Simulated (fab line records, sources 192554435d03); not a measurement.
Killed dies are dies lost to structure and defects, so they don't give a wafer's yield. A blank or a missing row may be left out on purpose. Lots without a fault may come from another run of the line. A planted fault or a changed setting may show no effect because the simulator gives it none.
A struck lot beside a sound one | flow n5_finfet | 26 steps out of a route of 1938
Sound: wafers L781.1, L781.5, L781.6. Struck: wafer L773.4. (L773.2, L773.5 of the same lot were not struck and are left out.) The cause comes at the end.
At each step with rows: each side's tool, then ch and its chambers, then its first start. Under that, the readings that differ: sound wafers | struck wafers | difference of the means | sigmas: that difference in standard deviations of wafers without a fault.
alike: readings whose means differ by less than 2 such deviations, and words and numbers that are the same on both sides. not compared: withheld readings, readings that some wafer has no value for, bounds like >300 that may hide the same value, and numbers for which the record gives no deviation and whose values overlap.
The two part at a step that has a row with sigmas, a row that says differs or no value, or rows on one side only. Numbers that don't overlap but have no deviation are shown without sigmas and don't part them. A reading that every wafer of one side lacks parts them only if that side has two wafers or more.

first, 9 steps without rows for these wafers: N5_MIM_BOT_LITHO_SOFTBAKE_03 (time 90 s); N5_MIM_BOT_LITHO_EXPOSE_05 (exposes mask MIM BOT); N5_MIM_BOT_LITHO_PEB_06; N5_MIM_BOT_LITHO_DEVELOP_07 (develop time 60 s); N5_MIM_BOT_LITHO_HARDBAKE_09 (time 120 s); N5_MIM_BOT_LITHO_DESCUM_10 (chemistry O2, time 7.9 s); N5_MIM_BOT_ETCH_ETCH_04 (etches SiNx in CF4/O2, target depth 26 nm, time 13 s); N5_MIM_BOT_ETCH_ETCH_03 (etches the open film in Cl2/BCl3, target depth 12 nm); N5_MIM_BOT_ETCH_ETCH_00 (etches TiN in Cl2/BCl3, target depth 45.5 nm).
N5_MIM_BOT_ETCH_STRIP_01: strips in O2.
  sound on rie_diel-04 ch 1,2, day 17 21:02; struck on rie_diel-03 ch 1, day 16 22:22
  alike: drypump_motor_current_A, oes_product_au, rf_vpp_V, showerhead_plenum_p_Torr, throttle_valve_pct
  not compared: rf_hours_counter_h
then, 13 steps without rows for these wafers: N5_MIM_BOT_ETCH_STRIP_02 (strips in post etch residue remover, time 1200 s); N5_MIM_BOT_ETCH_CLEAN_05 (cleans in IPA, time 180 s); N5_MIM_BOT_ETCH_SRD_06 (time 30 s); N5_PASSIVATION_PECVD_55 (deposits SiO2 from SiH4/N2O, target thk 400 nm, time 22.5 s); N5_PASSIVATION_PECVD_01 (deposits SiNx from SiH4/NH3/N2, target thk 200 nm, time 43.2 s); N5_PASSIVATION_HMDS_03 (time 60 s); N5_PASSIVATION_COAT_04; N5_PASSIVATION_EBR_06; N5_PASSIVATION_SOFTBAKE_05 (time 90 s); N5_PASSIVATION_EXPOSE_07 (exposes mask TV, defocus 0 nm, target cd 3000 nm); N5_PASSIVATION_PEB_08; N5_PASSIVATION_DEVELOP_09 (develop time 60 s); N5_PASSIVATION_HARDBAKE_11 (time 120 s).
N5_PASSIVATION_INSPECT_61: inspects for defects (macro).
  sound on defect_inspect-02, day 17 23:38; struck on defect_inspect-02, day 17 00:08
  reading          | sound | struck | difference | sigmas
  raw_defect_count | 5 3 2 | >300   | differs    |
then, 1 step without rows for these wafers: N5_PASSIVATION_DESCUM_12 (chemistry O2, time 7.9 s).
N5_PASSIVATION_PROBE_49:
  the record has rows for the struck wafers here (prober-02, day 17 07:13) and none for the sound ones

WHERE THEY PART
First at N5_PASSIVATION_INSPECT_61; last, within this record, at N5_PASSIVATION_PROBE_49.

WHY: what the simulator had put in
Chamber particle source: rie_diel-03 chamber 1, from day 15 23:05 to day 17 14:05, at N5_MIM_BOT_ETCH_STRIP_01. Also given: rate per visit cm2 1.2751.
